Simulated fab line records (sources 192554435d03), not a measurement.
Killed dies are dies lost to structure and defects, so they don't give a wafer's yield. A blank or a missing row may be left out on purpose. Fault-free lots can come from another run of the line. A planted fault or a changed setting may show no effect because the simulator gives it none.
Split-lot experiment    flow n5-finfet    7 lots, 21 wafers read, on a route of 1938 steps

## THE SPLIT ITSELF
At N5_DUMMY_GATE_COAT_28 (time 60 s, resist thk 10 nm), the setting spin-rpm was moved away from the recipe's 1500 rpm on 6 of the 21 wafers read, by +7.0% to +9.7%. For the rest of the wafers, this setting stayed at what the recipe calls for.

The split's own step is where the reading is taken.

## THE READING
underlayer_of_DUMMY_GATE_COAT_28.thk-nm (the simulator's own value, which no gauge read), in nm, at N5_DUMMY_GATE_COAT_28 (time 60 s, resist thk 10 nm). There is no usual value for it anywhere in the file.

wafer   tool, chamber at the split  spin-rpm as run, rpm  against the recipe  underlayer_of_DUMMY_GATE_COAT_28.thk-nm, nm  against lot-mates on the recipe
L074.1  litho-track-03, 0           1646                  +9.7%               9.6                                          -0.4
L074.5  litho-track-03, 0           1646                  +9.7%               9.6                                          -0.4
L074.2  litho-track-03, 0           1500                  recipe              10                                           -
L075.1  litho-track-05, 0           1646                  +9.7%               9.6                                          -0.4
L075.6  litho-track-05, 0           1646                  +9.7%               9.6                                          -0.4
L075.4  litho-track-05, 0           1500                  recipe              10                                           -
L079.1  litho-track-05, 0           1500                  recipe              10                                           -
L079.4  litho-track-05, 0           1500                  recipe              10                                           -
L079.5  litho-track-05, 0           1500                  recipe              10                                           -
L081.1  litho-track-03, 0           1605                  +7.0%               9.8                                          -0.2
L081.3  litho-track-03, 0           1605                  +7.0%               9.6                                          -0.4
L081.5  litho-track-03, 0           1500                  recipe              10                                           -
L085.1  litho-track-04, 0           1500                  recipe              10                                           -
L085.4  litho-track-04, 0           1500                  recipe              10                                           -
L085.6  litho-track-04, 0           1500                  recipe              10                                           -
L086.1  litho-track-04, 0           1500                  recipe              10                                           -
L086.4  litho-track-04, 0           1500                  recipe              10                                           -
L086.6  litho-track-04, 0           1500                  recipe              10                                           -
L092.1  litho-track-04, 0           1500                  recipe              10                                           -
L092.3  litho-track-04, 0           1500                  recipe              10                                           -
L092.5  litho-track-04, 0           1500                  recipe              10                                           -

THE FIT
A straight line over all 21 wafers: underlayer_of_DUMMY_GATE_COAT_28.thk-nm changes by -0.0414 nm for each +1% of spin-rpm; r = -0.98; the points scatter about the line by 0.033 nm.
The same after taking each lot's own level away (the mean of its wafers on the recipe; 21 wafers): -0.0414 nm for each +1%; r = -0.98; scatter 0.033 nm.
The reading moves by 0.4 nm for the largest change in spin-rpm, on that fit.
The lots' own levels span 10.00 to 10.00 nm.
The two slopes are in agreement: the lot-to-lot level therefore moves the slope only a little.
Check: -0.404 nm against its lot-mates is what the line predicts for one of the wafers moved furthest among these (+9.7%) when that wafer is left out of the fit. Against them it came out at -0.4 nm.

## THESE WAFERS: OTHER SPLITS
Other splits were also applied to these wafers ahead of the reading. Each is held against what the fit with the lots' levels taken away leaves over:
other split on the same wafers         wafers away from the commonest value  r with underlayer_of_DUMMY_GATE_COAT_28.thk-nm (lot level and that fit taken away)
N5_ZERO_LAYER_PECVD_02 time-s          10                                    -0.02
N5_ZERO_LAYER_COAT_05 spin-rpm         3                                     -0.01
N5_ZERO_LAYER_PEB_09 peb-time-s        as run: not given for these wafers    -
N5_WELL_APT_COAT_02 spin-rpm           5                                     +0.01
N5_FIN_SAQP_PECVD_48 time-s            4                                     -0.06
N5_FIN_SAQP_DEVELOP_15 develop-time-s  11                                    -0.17

## FILE'S OWN FIT
underlayer_of_DUMMY_GATE_COAT_28.thk-nm changes by -0.0415 nm for each +1% of spin-rpm, r = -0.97.
